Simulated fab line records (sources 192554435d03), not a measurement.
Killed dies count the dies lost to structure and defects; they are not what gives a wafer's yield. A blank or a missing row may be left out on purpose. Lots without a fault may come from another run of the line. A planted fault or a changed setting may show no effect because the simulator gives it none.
Which tool did it? | flow n5 finfet | 10 lots, 28 wafers sampled, at 5 steps of a route of 1938

## WHAT THE GAUGES SHOWED, per wafer
N5_BEOL_M4_RC_MEAS_101. Usual: DIBL_N 36.5 mV/V, standard deviation 2; DIBL_P 36.5 mV/V, standard deviation 2.3; IOFF_N 0.16 nA/um, standard deviation 0.036; IOFF_P 0.21 nA/um, standard deviation 0.037; ION_N 672 uA/um, standard deviation 12; ION_P 459 uA/um, standard deviation 7.1; SS_N 71.6 mV/dec, standard deviation 0.73; SS_P 73.4 mV/dec, standard deviation 0.76; VT_N 250 mV, standard deviation 3.3; VT_P -250.5 mV, standard deviation 2.9.
lot  | measured     | on        | DIBL_N (mV/V)  | DIBL_P (mV/V)  | IOFF_N (nA/um) | IOFF_P (nA/um) | ION_N (uA/um) | ION_P (uA/um) | SS_N (mV/dec)  | SS_P (mV/dec)  | VT_N (mV)   | VT_P (mV)            | flag
L593 | day 8 14:59  | prober-02 | 31.8 33.0 34.4 | 34.0 34.7 37.4 | 0.12 0.13 0.16 | 0.17 0.17 0.20 | 671 659 675   | 462 450 461   | 71.2 70.6 70.9 | 72.4 72.4 73.5 | 252 254 250 | -250.3 -253.8 -249.8 |
L595 | day 8 18:32  | prober-01 | 36.6 36.1 38.4 | 33.7 33.6 36.9 | 0.13 0.13 0.17 | 0.17 0.18 0.22 | 661 668 687   | 458 455 471   | 71.9 70.7 72.0 | 72.1 72.0 73.1 | 251 251 245 | -253.6 -250.0 -247.1 |
L596 | day 8 21:33  | prober-02 | 36.7 34.8 35.7 | 36.7 35.0 36.1 | 0.18 0.14 0.16 | 0.21 0.19 0.20 | 680 679 670   | 458 463 464   | 71.9 71.4 71.3 | 73.9 73.4 73.5 | 246 251 249 | -251.4 -252.9 -251.7 |
L597 | day 9 07:25  | prober-01 | 40.0 40.9 35.9 | 39.5 41.1 34.9 | 0.23 0.25 0.14 | 0.28 0.32 0.19 | 695 679 657   | 472 457 451   | 72.2 72.4 71.0 | 74.4 74.7 73.1 | 246 245 251 | -246.4 -248.5 -251.8 |
L600 | day 10 07:19 | prober-01 | 36.5 38.1 37.2 | 35.9 39.1 37.3 | 0.14 0.18 0.16 | 0.19 0.24 0.21 | 661 683 671   | 453 469 459   | 72.5 72.6 72.4 | 72.6 73.7 73.2 | 251 249 249 | -252.4 -247.1 -249.2 |
L602 | day 10 13:35 | prober-02 | 37.6 36.0 33.6 | 38.5 36.5 33.9 | 0.18 0.15 0.11 | 0.23 0.19 0.16 | 675 680 664   | 461 461 451   | 72.6 71.7 70.6 | 74.5 73.3 72.6 | 248 249 255 | -248.7 -250.3 -253.8 |
L605 | day 11 17:28 | prober-01 | 38.3 39.4 38.6 | 36.8 37.8 37.5 | 0.19 0.24 0.21 | 0.25 0.27 0.27 | 684 693 680   | 464 465 462   | 71.7 72.8 72.3 | 74.4 74.5 74.3 | 245 243 247 | -248.6 -247.5 -247.8 |
L606 | day 11 19:24 | prober-01 | 36.3 37.4 37.3 | 36.2 36.3 38.8 | 0.16 0.19 0.20 | 0.20 0.21 0.25 | 663 652 669   | 448 446 463   | 71.8 73.3 72.6 | 73.1 73.4 73.4 | 250 250 247 | -252.3 -249.7 -246.2 |
L614 | day 13 09:34 | prober-01 | 39.5 36.8      | 41.0 37.8      | 0.23 0.18      | 0.29 0.24      | 697 688       | 475 464       | 71.6 71.4      | 74.7 73.5      | 243 246     | -246.4 -246.8        |
L613 | day 13 10:04 | prober-02 | 36.7 38.2      | 36.8 38.9      | 0.15 0.17      | 0.20 0.23      | 670 678       | 454 458       | 71.4 72.2      | 73.5 73.0      | 253 249     | -255.1 -251.8        |

## EACH LOT AND THE TOOL THAT RAN IT (in order: tool; ch and the chambers of the sampled wafers; start)
lot  | N5_BEOL_M2_ETCH_41                           | N5_BEOL_M2_STRIP_97                          | N5_BEOL_M2_CVD_47               | N5_BEOL_M2_ANNEAL_87
L593 | rie diel-05 ch 0,1,3, day 7 11:16 or earlier | rie diel-05 ch 0,1,3, day 7 11:16 or earlier | cvd co-01 ch 0,1,2, day 7 11:16 | pvd sputter-02, day 7 12:14
L595 | rie diel-05 ch 0,1, day 7 12:35 or earlier   | rie diel-05 ch 0,1, day 7 12:35 or earlier   | cvd co-02 ch 0,1,2, day 7 12:35 | pvd sputter-02, day 7 15:57
L596 | rie diel-06 ch 0,1,2, day 7 18:32 or earlier | rie diel-06 ch 0,1,2, day 7 18:32 or earlier | cvd co-01 ch 0,1, day 7 18:32   | pvd sputter-03, day 7 21:13
L597 | rie diel-06 ch 0,2,3, day 8 00:19 or earlier | rie diel-06 ch 0,2,3, day 8 00:19 or earlier | cvd co-01 ch 0,1,2, day 8 00:19 | pvd sputter-01, day 8 02:35
L600 | rie diel-05 ch 1,2, day 8 18:47 or earlier   | rie diel-05 ch 1,2, day 8 18:47 or earlier   | cvd co-02 ch 0,1, day 8 18:47   | pvd sputter-01, day 8 21:16
L602 | rie diel-01 ch 0,1, day 8 23:56 or earlier   | rie diel-01 ch 0,1, day 8 23:56 or earlier   | cvd co-01 ch 0,2, day 8 23:56   | pvd sputter-02, day 9 02:11
L605 | rie diel-06 ch 0,3, day 10 04:43 or earlier  | rie diel-06 ch 0,3, day 10 04:43 or earlier  | cvd co-01 ch 0,2, day 10 04:43  | pvd sputter-03, day 10 05:37
L606 | rie diel-06 ch 2,3, day 10 10:27 or earlier  | rie diel-06 ch 2,3, day 10 10:27 or earlier  | cvd co-01 ch 0,2, day 10 10:27  | pvd sputter-01, day 10 11:26
L614 | rie diel-01 ch 2,3, day 11 20:16 or earlier  | rie diel-01 ch 2,3, day 11 20:16 or earlier  | cvd co-01 ch 1,2, day 11 20:16  | pvd sputter-01, day 11 22:23
L613 | rie diel-01 ch 1, day 11 22:38 or earlier    | rie diel-01 ch 1, day 11 22:38 or earlier    | cvd co-01 ch 0,1, day 11 22:38  | pvd sputter-02, day 11 23:35
- N5_BEOL_M2_ETCH_41: etches SiCN in CH3F/O2, target depth 29.9 nm, time 52.5 s.
- N5_BEOL_M2_STRIP_97: strips in N2/H2, time 10 s.
- N5_BEOL_M2_CVD_47: deposits Co from CCTBA/H2, target thk 3 nm, time 223.8 s.
- N5_BEOL_M2_ANNEAL_87: time 240 s.

## AS READ BY THE TOOLS THEMSELVES (means over the sampled wafers that have a number; for cases with no such wafer, the mark the record gives instead)
N5_BEOL_M2_ETCH_41. Usual: O2_flow_sccm 20.00 sccm, standard deviation 0.06; drypump motor current A 5.9 A, standard deviation 0.61; mfc ar sccm 150.0 sccm, standard deviation 0.48; oes product au 0.79 a.u., standard deviation 0.094; rf vpp V 297.2 V, standard deviation 1.5; showerhead plenum p Torr 1.99 Torr, standard deviation 0.066; throttle valve pct 16.27 %, standard deviation 0.24.
lot  | tool        | O2_flow_sccm (sccm) | drypump motor current A (A) | mfc ar sccm (sccm) | oes product au (a.u.) | rf vpp V (V) | showerhead plenum p Torr (Torr) | throttle valve pct (%) | flag
L593 | rie diel-05 | 20.00               | 6.0                         | 150.2              | 0.75                  | 295.8        | 1.97                            | 16.38                  |
L595 | rie diel-05 | 19.95               | 5.7                         | 150.1              | 0.80                  | 297.2        | 1.98                            | 16.35                  |
L596 | rie diel-06 | 19.95               | 5.8                         | 149.6              | 0.74                  | 297.4        | 1.97                            | 16.26                  |
L597 | rie diel-06 | 20.01               | 5.5                         | 150.5              | 0.79                  | 295.3        | 1.93                            | 16.22                  |
L600 | rie diel-05 | 20.03               | 5.7                         | 149.5              | 0.80                  | 297.5        | 1.99                            | 16.36                  |
L602 | rie diel-01 | 19.98               | 5.6                         | 150.1              | 0.82                  | 297.8        | 2.03                            | 16.30                  |
L605 | rie diel-06 | 20.01               | 5.3                         | 150.6              | 0.74                  | 296.2        | 1.92                            | 16.35                  |
L606 | rie diel-06 | 19.99               | 5.0                         | 150.0              | 0.77                  | 295.8        | 1.92                            | 16.17                  |
L614 | rie diel-01 | 19.96               | 6.3                         | 149.6              | 0.84                  | 298.1        | 2.01                            | 16.12                  |
L613 | rie diel-01 | 19.99               | 5.2                         | 150.0              | 0.71                  | 297.4        | 1.97                            | 16.57                  |

N5_BEOL_M2_STRIP_97. Usual: drypump motor current A 5.9 A, standard deviation 0.61; oes product au 0.79 a.u., standard deviation 0.093; rf vpp V 59.2 V, standard deviation 0.82; showerhead plenum p Torr 2.53 Torr, standard deviation 0.087; throttle valve pct 23.65 %, standard deviation 0.23.
lot  | tool        | drypump motor current A (A) | oes product au (a.u.) | rf vpp V (V) | showerhead plenum p Torr (Torr) | throttle valve pct (%) | flag
L593 | rie diel-05 | 6.0                         | 0.75                  | 58.9         | 2.51                            | 23.88                  |
L595 | rie diel-05 | 5.8                         | 0.79                  | 59.3         | 2.54                            | 23.89                  |
L596 | rie diel-06 | 5.8                         | 0.75                  | 59.7         | 2.51                            | 23.64                  |
L597 | rie diel-06 | 5.5                         | 0.79                  | 59.3         | 2.46                            | 23.61                  |
L600 | rie diel-05 | 5.7                         | 0.79                  | 58.8         | 2.51                            | 23.63                  |
L602 | rie diel-01 | 5.6                         | 0.81                  | 59.6         | 2.59                            | 23.70                  |
L605 | rie diel-06 | 5.3                         | 0.74                  | 59.1         | 2.44                            | 23.74                  |
L606 | rie diel-06 | 5.0                         | 0.76                  | 59.0         | 2.46                            | 23.64                  |
L614 | rie diel-01 | 6.3                         | 0.84                  | 58.2         | 2.55                            | 23.37                  |
L613 | rie diel-01 | 5.3                         | 0.70                  | 59.4         | 2.51                            | 23.81                  |

N5_BEOL_M2_CVD_47. Usual: run length s at 246.9 s, with a standard deviation of 0.48.
lot  | tool      | run length s (s) | flag
L593 | cvd co-01 | 247.2            |
L595 | cvd co-02 | 246.9            |
L596 | cvd co-01 | 246.5            |
L597 | cvd co-01 | 246.7            |
L600 | cvd co-02 | 247.1            |
L602 | cvd co-01 | 246.3            |
L605 | cvd co-01 | 246.5            |
L606 | cvd co-01 | 246.6            |
L614 | cvd co-01 | 173.2            | OFF
L613 | cvd co-01 | 173.1            | OFF

N5_BEOL_M2_ANNEAL_87. Usual: heater power w at 830 W, with a standard deviation of 59.
lot  | tool           | heater power w (W) | flag
L593 | pvd sputter-02 | 882                |
L595 | pvd sputter-02 | 837                |
L596 | pvd sputter-03 | 775                |
L597 | pvd sputter-01 | 834                |
L600 | pvd sputter-01 | 792                |
L602 | pvd sputter-02 | 868                |
L605 | pvd sputter-03 | 866                |
L606 | pvd sputter-01 | 782                |
L614 | pvd sputter-01 | 828                |
L613 | pvd sputter-02 | 826                |

## THE ANSWER, worked out from the rows above alone
Rule: a lot is off if the mean of its wafers that have a number lies more than 3 standard deviations from the usual mean. Also off: a lot with no number at a reading for which 4 or more lots have one. Any other lot the step has rows for is counted as sound. After the gauges, taken in route order, come the tools' own readings; for these a lot's mean is taken, as printed above. At the first step where some lot is off, the reading lying furthest off is the one used; lots without a number count as furthest.
Off at N5_BEOL_M2_CVD_47 (run length s): L614, L613.
A tool fits if, at that step or a process step before it, it ran every lot that is off, and no sound lot after the first of them. Because N5_BEOL_M2_ETCH_41 lacks a start for some lots, the hours and order of its lots are taken from N5_BEOL_M2_CVD_47. Because N5_BEOL_M2_STRIP_97 lacks a start for some lots, the hours and order of its lots are taken from N5_BEOL_M2_CVD_47. Can't be told from this: 2 tools fit, rie diel-01 at N5_BEOL_M2_ETCH_41 and N5_BEOL_M2_STRIP_97, cvd co-01 at N5_BEOL_M2_CVD_47.

## WHAT THE SIMULATOR HAD INSERTED
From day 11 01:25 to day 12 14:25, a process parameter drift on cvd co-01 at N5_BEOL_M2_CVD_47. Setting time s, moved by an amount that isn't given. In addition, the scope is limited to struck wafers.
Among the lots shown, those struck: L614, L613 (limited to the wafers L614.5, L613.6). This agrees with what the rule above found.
